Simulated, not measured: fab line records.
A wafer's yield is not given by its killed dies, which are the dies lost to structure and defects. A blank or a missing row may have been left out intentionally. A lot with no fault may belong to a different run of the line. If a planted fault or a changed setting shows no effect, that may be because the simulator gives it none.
Chamber matching | flow n5Finfet | 3 sister chambers for N5_BEOL_M9_PECVD_70 on pecvd-03
The step deposits SiO2 from TEOS/O2, target thk 20 nm, time 22.7 s. 24 wafers are shown with their chamber, then 12 later ones without.

WAFERS PAIRED WITH THEIR CHAMBERS
wafer  | chamber | throttleValvePct (%) | showerheadPlenumPTorr (Torr) | heaterPowerW (W)
L077.3 | 0       | 22.2                 | 8.88                         | 781
L077.4 | 1       | 20.9                 | 8.83                         | 688
L077.5 | 1       | 21.1                 | 8.83                         | 695
L079.2 | 0       | 21.9                 | 8.90                         | 765
L079.3 | 1       | 21.1                 | 8.82                         | 721
L079.4 | 0       | 22.2                 | 8.89                         | 746
L080.2 | 0       | 22.0                 | 8.90                         | 769
L080.3 | 2       | 20.9                 | 8.84                         | 744
L080.4 | 1       | 21.2                 | 8.81                         | 745
L084.3 | 2       | 20.6                 | 8.85                         | 625
L084.5 | 1       | 21.1                 | 8.81                         | 669
L084.6 | 2       | 20.8                 | 8.85                         | 620
L085.1 | 0       | 22.1                 | 8.92                         | 790
L085.2 | 1       | 21.1                 | 8.81                         | 740
L085.6 | 1       | 21.0                 | 8.82                         | 728
L088.1 | 0       | 22.5                 | 8.90                         | 675
L088.2 | 1       | 21.0                 | 8.83                         | 751
L088.5 | 1       | 21.2                 | 8.84                         | 597
L090.4 | 1       | 21.0                 | 8.81                         | 719
L090.5 | 2       | 20.8                 | 8.87                         | 640
L090.6 | 0       | 22.5                 | 8.90                         | 768
L092.1 | 0       | 22.5                 | 8.88                         | 659
L092.2 | 1       | 20.9                 | 8.81                         | 657
L092.5 | 1       | 21.1                 | 8.82                         | 630

SIGNATURES, as means of the wafers listed above
reading               | chamber 0 | chamber 1 | chamber 2 | scatter within a chamber
throttleValvePct      | 22.238    | 21.058    | 20.775    | 0.163
showerheadPlenumPTorr | 8.8963    | 8.8200    | 8.8525    | 0.0117
heaterPowerW          | 744.12    | 695.00    | 657.25    | 50.4
Rule: for a wafer and a chamber, the distance is found by dividing, reading by reading, the gap between the wafer's reading and the chamber's mean by the reading's scatter, squaring, summing and taking the root. If the next closest chamber is less than 2 further off than the closest, the wafer can't be placed; otherwise it belongs to the closest. How the scatter is found: for the shown wafers, subtract from each reading the mean of its chamber, square and add these, divide the total by (wafers less chambers), then take the root.

WAFERS WITH NO CHAMBER GIVEN
wafer  | throttleValvePct (%) | showerheadPlenumPTorr (Torr) | heaterPowerW (W)
L094.2 | 20.8                 | 8.81                         | 716
L094.3 | 22.3                 | 8.91                         | 671
L094.4 | 22.3                 | 8.86                         | 681
L095.4 | 21.0                 | 8.83                         | 749
L095.5 | 22.4                 | 8.90                         | 706
L095.6 | 20.9                 | 8.85                         | 625
L096.1 | 22.5                 | 8.90                         | 745
L096.3 | 20.9                 | 8.87                         | 650
L096.5 | 21.1                 | 8.85                         | 650
L097.2 | 20.8                 | 8.85                         | 623
L097.4 | 21.2                 | 8.82                         | 644
L097.5 | 20.8                 | 8.86                         | 631

WHICH CHAMBER EACH WENT THROUGH
wafer  | from the rows above     | in truth
L094.2 | can't be placed: 1 or 2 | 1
L094.3 | 0                       | 0
L094.4 | 0                       | 0
L095.4 | can't be placed: 1 or 2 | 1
L095.5 | 0                       | 0
L095.6 | 2                       | 2
L096.1 | 0                       | 0
L096.3 | 2                       | 2
L096.5 | can't be placed: 2 or 1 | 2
L097.2 | 2                       | 2
L097.4 | 1                       | 1
L097.5 | 2                       | 2
Correctly placed: 9 of 12. Not placeable from these rows: 3 (in 3, the candidates include the true chamber). 0 placed wrongly.
